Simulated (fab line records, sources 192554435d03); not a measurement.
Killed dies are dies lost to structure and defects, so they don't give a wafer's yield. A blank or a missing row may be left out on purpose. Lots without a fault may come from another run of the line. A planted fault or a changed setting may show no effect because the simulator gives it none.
Chamber matching | flow n5_finfet | N5_MOL_CONTACT_COAG_DESCUM_88 on rie_diel-04: 4 sister chambers
The step chemistry O2, time 7 s. 8 wafers are shown with their chamber, then 12 later ones without.

WAFERS WITH THEIR CHAMBER
wafer  | chamber | showerhead_plenum_p_Torr (Torr) | drypump_motor_current_A (A)
L088.2 | 1       | 2.17                            | 5.9
L089.5 | 2       | 2.04                            | 5.7
L091.1 | 3       | 2.01                            | 6.2
L091.2 | 2       | 2.04                            | 5.7
L091.3 | 1       | 2.17                            | 5.9
L091.4 | 0       | 2.14                            | 6.7
L091.5 | 0       | 2.15                            | 6.6
L091.6 | 3       | 2.01                            | 6.2

WAFERS WITHOUT THEIR CHAMBER
wafer  | showerhead_plenum_p_Torr (Torr) | drypump_motor_current_A (A)
L094.1 | 2.00                            | 6.2
L094.2 | 2.14                            | 6.7
L094.3 | 2.03                            | 5.7
L094.4 | 2.03                            | 5.7
L094.5 | 2.00                            | 6.2
L094.6 | 2.14                            | 6.7
L095.1 | 2.14                            | 6.7
L095.3 | 2.03                            | 5.7
L095.4 | 2.00                            | 6.2
L096.1 | 2.03                            | 5.7
L096.3 | 2.16                            | 5.8
L096.4 | 2.14                            | 6.7

WHICH CHAMBER EACH WENT THROUGH
wafer  | from the rows above | in truth
L094.1 | 3                   | 3
L094.2 | 0                   | 0
L094.3 | 2                   | 2
L094.4 | 2                   | 2
L094.5 | 3                   | 3
L094.6 | 0                   | 0
L095.1 | 0                   | 0
L095.3 | 2                   | 2
L095.4 | 3                   | 3
L096.1 | 2                   | 2
L096.3 | 1                   | 1
L096.4 | 0                   | 0
Placed correctly: 12 of 12. Can't be placed from these rows: 0. Placed wrongly: 0.
How it was worked out, from the rows above alone: a wafer's distance from a chamber is the root of the sum, over the readings, of the square of ((its reading less the chamber's mean) divided by the reading's scatter). The wafer belongs to the nearest chamber; if the next one is less than 2 further off, it can't be placed. A chamber's mean is the mean of its shown wafers. The scatter: the root of (the sum of the squares of (reading less its chamber's mean) over the shown wafers, divided by (wafers less chambers)).
